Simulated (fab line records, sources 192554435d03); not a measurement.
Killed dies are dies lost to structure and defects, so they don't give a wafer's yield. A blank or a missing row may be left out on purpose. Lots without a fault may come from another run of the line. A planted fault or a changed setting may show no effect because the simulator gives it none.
A struck lot beside a sound one | flow n5_finfet | 26 steps out of a route of 1938
Sound: wafers L268.2, L268.4, L268.6. Struck: wafers L264.2, L264.4, L264.5. The cause comes at the end.
At each step with rows: each side's tool, then ch and its chambers, then its first start. Under that, the readings that differ: sound wafers | struck wafers | difference of the means | sigmas: that difference in standard deviations of wafers without a fault.
alike: readings whose means differ by less than 2 such deviations, and words and numbers that are the same on both sides. not compared: withheld readings, readings that some wafer has no value for, bounds like >300 that may hide the same value, and numbers for which the record gives no deviation and whose values overlap.
The two part at a step that has a row with sigmas, a row that says differs or no value, or rows on one side only. Numbers that don't overlap but have no deviation are shown without sigmas and don't part them. A reading that every wafer of one side lacks parts them only if that side has two wafers or more.

first, 9 steps without rows for these wafers: N5_BEOL_M9_DESCUM_33 (chemistry O2, time 7 s); N5_BEOL_M9_ETCH_76 (etches underlayer in N2/H2, target depth 6.5 nm, time 5.2 s); N5_BEOL_M9_ETCH_65 (etches SiARC in CF4, target depth 15.6 nm, time 26 s); N5_BEOL_M9_ETCH_66 (etches SOC in N2/H2, target depth 80 nm, overetch 16 nm, time 120 s); N5_BEOL_M9_STRIP_69 (strips in N2/H2); N5_BEOL_M9_STRIP_77 (strips in N2/H2); N5_BEOL_M9_VIA_ETCH_34 (etches SiCOH lowk in C4F6/O2, target depth 182.4 nm, time 68.4 s); N5_BEOL_M9_STRIP_73 (strips in C4F6/O2); N5_BEOL_M9_STRIP_36 (strips in N2/H2).
N5_BEOL_M9_TRENCH_ETCH_37: etches SiCOH lowk in C4F6/O2, target depth 151.43 nm, time 49 s.
  sound on rie_diel-06 ch 0,3, day 14 07:15; struck on rie_diel-04 ch 1,2, day 13 07:16
  reading                             | sound             | struck            | difference | sigmas
  showerhead_plenum_p_Torr (Torr)     | 2.81 2.69 2.69    | 2.98 2.90 2.98    | +0.22      | +3
  model.etch.depth_nm (nm)            | 150.7 145.9 145.7 | 154.8 165.4 155.3 | +11.1      |
  model.BEOL_M9.feature_depth_nm (nm) | 150.6 146 145.6   | 154.8 165.4 155.2 | +11.1      |
  alike: drypump_motor_current_A, oes_product_au, rf_vpp_V, throttle_valve_pct
  not compared: rf_hours_counter_h
then, 15 steps without rows for these wafers: N5_BEOL_M9_ETCH_41 (etches SiCN in CH3F/O2, target depth 36.6 nm, time 70.1 s); N5_BEOL_M9_STRIP_80 (strips in N2/H2, time 10 s); N5_BEOL_M9_HM_STRIP_39 (strips TiN in peroxide tin strip, target depth 25 nm, time 158 s); N5_BEOL_M9_SRD_40 (time 30 s); N5_BEOL_M9_PRECLEAN_42 (cleans in residue remover, time 60 s); N5_BEOL_M9_SRD_43 (time 30 s); N5_BEOL_M9_CURE_72 (cures SiCOH lowk, time 120 s); N5_BEOL_M9_DEGAS_44 (time 60 s); N5_BEOL_M9_PRE_CLEAN_45 (time 30 s); N5_BEOL_M9_ALD_74 (deposits TaN, target thk 2 nm, pulse time 2 s, purge time 3 s); N5_BEOL_M9_SURFACE_TREAT_79; N5_BEOL_M9_CVD_78 (deposits Co from CCTBA/H2, target thk 2 nm, time 138.9 s); N5_BEOL_M9_SPUTTER_48 (material Cu, target thk 12 nm, time 2 s); N5_BEOL_M9_ECD_50 (material Cu, target thk 318 nm); N5_BEOL_M9_ANNEAL_51 (time 90 s).
N5_BEOL_M9_CMP_52: polishes, stops on SiCOH lowk, t overpolish 7 s, target thk 140 nm.
  sound on cmp-03 ch 0,1,2, day 14 10:47; struck on cmp-02 ch 1,2,3, day 13 10:55
  reading                                | sound             | struck            | difference | sigmas
  model.Cu_of_BEOL_M9_ECD_50.thk_nm (nm) | 138.6 132.4 133.6 | 143.6 153.2 142.8 | +11.7      |
  alike: barrier_field_endpoint_s, clearing_platen_down_force_psi, head_pressure_psi, motor_current_A, overpolish_run_s, slurry_flow_ml_min, time_to_endpoint_s

WHERE THEY PART
Only at N5_BEOL_M9_TRENCH_ETCH_37, within this record. Later steps at which nothing parts them and some readings are alike: N5_BEOL_M9_CMP_52.

WHY: what the simulator had put in
Process parameter drift: rie_diel-04, from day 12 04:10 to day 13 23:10, at N5_BEOL_M9_TRENCH_ETCH_37. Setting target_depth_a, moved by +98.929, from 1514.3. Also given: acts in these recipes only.
